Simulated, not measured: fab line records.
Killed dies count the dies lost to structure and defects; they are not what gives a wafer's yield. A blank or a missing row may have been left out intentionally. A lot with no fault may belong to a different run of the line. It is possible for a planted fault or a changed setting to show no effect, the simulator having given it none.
Problem report in the 8D (eight disciplines) form, filled by code :: flow n5_finfet :: the parts of the form that need people (team, actions taken, sign-off) are left out

1. PROBLEM STATEMENT
Wafers without a fault read 341.7 W, standard deviation 1.2; rf_fwd_power_W at N5_BEOL_M7_VIA_ETCH_34 reads a mean of 258.1 W on 6 wafers belonging to 2 lots. That puts it -70 standard deviations away from the usual mean.
The step: etches SiCOH lowk in C4F6/O2, target depth 125.5 nm, time 50.5 s.
Seen first at day 10 08:50 on rie_diel-03, wafer L218.2. At this step, 18 wafers from 6 lots have a number in the record. By rule, "out" or "out of limits" means more than 4 standard deviations away from the usual mean. Any other wafer with a number is counted as sound.

2. WHAT THIS IS AND IS NOT
question: which readings at this step
is: rf_fwd_power_W
is not: drypump_motor_current_A, oes_ar_750_au, oes_product_au, showerhead_plenum_p_Torr, throttle_valve_pct

question: which lots
is: L218, L222
is not: L213, L215, L228, L234

question: which wafers of those lots
is: all that have a number
is not: -

question: read on which tools
is: rie_diel-03
is not: rie_diel-01, rie_diel-02

question: when
is: from day 10 08:50
is not: up to then (6 sound wafers); but 6 sound wafers of L228, L234 came after

3. THE SUSPECTS, EACH WITH WHAT RULES IT OUT
Counting: any tool at a process step up to the reading is kept as a suspect provided that every lot that is out went through it and no sound lot did after the first of them.
- rie_diel-03 at N5_BEOL_M7_DESCUM_33 (chemistry O2, time 7 s): kept. All lots that are out passed through it, beginning with L218 at day 10 08:39, and no sound lot followed; its final sound lot before that point was L215 at day 9 20:13.
- rie_diel-03 at N5_BEOL_M7_ETCH_72 (etches underlayer in N2/H2, target depth 6.5 nm, time 5.2 s): kept. All lots that are out passed through it, beginning with L218 at day 10 08:41, and no sound lot followed; its final sound lot before that point was L215 at day 9 20:14.
- rie_diel-03 at N5_BEOL_M7_ETCH_65 (etches SiARC in CF4, target depth 15.6 nm, time 26 s): kept. All lots that are out passed through it, beginning with L218 at day 10 08:42, and no sound lot followed; its final sound lot before that point was L215 at day 9 20:16.
- rie_diel-03 at N5_BEOL_M7_ETCH_66 (etches SOC in N2/H2, target depth 80 nm, overetch 16 nm, time 120 s): kept. All lots that are out passed through it, beginning with L218 at day 10 08:44, and no sound lot followed; its final sound lot before that point was L215 at day 9 20:17.
- rie_diel-03 at N5_BEOL_M7_VIA_ETCH_34 (etches SiCOH lowk in C4F6/O2, target depth 125.5 nm, time 50.5 s): kept. All lots that are out passed through it, beginning with L218 at day 10 08:50, and no sound lot followed; its final sound lot before that point was L215 at day 9 20:23. Its own rf_fwd_power_W readings are out on those wafers.
Left after counting: rie_diel-03 at N5_BEOL_M7_DESCUM_33, rie_diel-03 at N5_BEOL_M7_ETCH_72, rie_diel-03 at N5_BEOL_M7_ETCH_65, rie_diel-03 at N5_BEOL_M7_ETCH_66, rie_diel-03 at N5_BEOL_M7_VIA_ETCH_34.

4. THE CAUSE (what the simulator had put in)
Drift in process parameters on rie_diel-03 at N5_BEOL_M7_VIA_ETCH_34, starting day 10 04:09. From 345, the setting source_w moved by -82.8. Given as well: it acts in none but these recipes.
Counting left 5 suspects, and this tool is among them.

5. THE EFFECT CHAIN, in route order
Each row: a reading where the mean over the struck wafers with a number is more than 3 standard deviations away from the usual. Only readings whose record carries a usual standard deviation are examined. hours: median over the lots of the time between each lot's start at the first step of this table that gives one and its start at this step. sigmas: the change, counted in usual standard deviations.
hours: 0
step: N5_BEOL_M7_VIA_ETCH_34
reading: rf_fwd_power_W
usual: 341.7 W
on struck wafers: 258.1
change: -83.6
sigmas: -70

hours: 0
step: N5_BEOL_M7_VIA_ETCH_34
reading: rf_vpp_V
usual: 668 V
on struck wafers: 764
change: +96
sigmas: +4.0
The process steps in it:
- N5_BEOL_M7_VIA_ETCH_34: etches SiCOH lowk in C4F6/O2, target depth 125.5 nm, time 50.5 s.

6. HOW IT WOULD HAVE BEEN CAUGHT EARLIER
The fault began at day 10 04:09; the first out-of-limits reading in this record came at day 10 08:50, 5 hours later.
